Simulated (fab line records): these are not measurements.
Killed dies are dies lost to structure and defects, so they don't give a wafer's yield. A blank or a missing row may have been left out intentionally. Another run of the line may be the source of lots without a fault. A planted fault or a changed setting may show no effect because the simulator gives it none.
Matching of chambers    flow n5_finfet    rie_diel-05 running N5_BEOL_M2_ETCH_63: 4 sister chambers
The step etches SiARC in CF4, target depth 15.6 nm, time 26 s. 4 wafers are shown with their chamber, then 9 later ones without.

== WAFERS, EACH WITH ITS CHAMBER ==
wafer   chamber  showerhead_plenum_p_Torr (Torr)
L085.4  1        2.19
L086.4  3        2.19
L090.4  0        2.04
L090.6  2        2.27

== WAFERS WHOSE CHAMBER IS MISSING ==
wafer   showerhead_plenum_p_Torr (Torr)
L095.2  2.18
L095.3  2.26
L095.4  2.18
L092.4  2.18
L092.5  2.18
L092.6  2.04
L097.1  2.04
L097.2  2.26
L097.3  2.18

== EACH ONE'S CHAMBER ==
wafer   from the rows above      in truth
L095.2  can't be placed: 1 or 3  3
L095.3  2                        2
L095.4  can't be placed: 1 or 3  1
L092.4  can't be placed: 1 or 3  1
L092.5  can't be placed: 1 or 3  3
L092.6  0                        0
L097.1  0                        0
L097.2  2                        2
L097.3  can't be placed: 1 or 3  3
Correct placement for 4 of the 9. Unplaceable from these rows: 5, with the true chamber sitting among the candidates in 5. 0 placed wrongly.
How it was worked out, from the rows above alone: a wafer's distance from a chamber is the root of the sum, over the readings, of the square of ((its reading less the chamber's mean) divided by the reading's scatter). If the next closest chamber is less than 2 further off than the closest, the wafer can't be placed; otherwise it belongs to the closest. The mean given for a chamber averages the wafers shown for that chamber. The scatter: root of mean squared gap, hidden wafer to nearest shown wafer, with one shown wafer a chamber.
